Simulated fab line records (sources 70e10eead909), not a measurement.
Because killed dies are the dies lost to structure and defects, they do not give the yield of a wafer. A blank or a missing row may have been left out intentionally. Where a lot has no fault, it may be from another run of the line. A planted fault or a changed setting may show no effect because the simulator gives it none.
Matching of chambers	flow nand harc	rie diel-12 running NHARC_P_CONTACT_STRIP_28: 4 sister chambers
The step strips in O2. 4 wafers are shown with their chamber, then 8 later ones without.

WAFERS WITH THEIR CHAMBER
wafer	chamber	drypump motor current A (A)
L662.2	0	6.7
L666.2	2	5.0
L666.4	1	6.6
L677.2	3	5.3

WAFERS MISSING THEIR CHAMBER
wafer	drypump motor current A (A)
L677.3	5.0
L677.4	6.7
L678.1	6.6
L678.3	5.0
L678.6	6.6
L679.1	6.6
L679.3	5.0
L679.4	6.8

THE CHAMBER EACH PASSED THROUGH
wafer	from the rows above	in truth
L677.3	2	2
L677.4	0	0
L678.1	1	1
L678.3	2	2
L678.6	1	1
L679.1	1	1
L679.3	2	2
L679.4	0	0
Correctly placed: 8 of 8. From these rows, 0 cannot be placed. Wrongly placed: 0.
How it was worked out, from the rows above alone: a wafer's distance from a chamber is the root of the sum, over the readings, of the square of ((its reading less the chamber's mean) divided by the reading's scatter). The wafer belongs to the nearest chamber; if the next one is less than 2 further off, it can't be placed. Each chamber's mean is taken over the wafers shown for it. The scatter: root of mean squared gap, hidden wafer to nearest shown wafer, with one shown wafer a chamber.
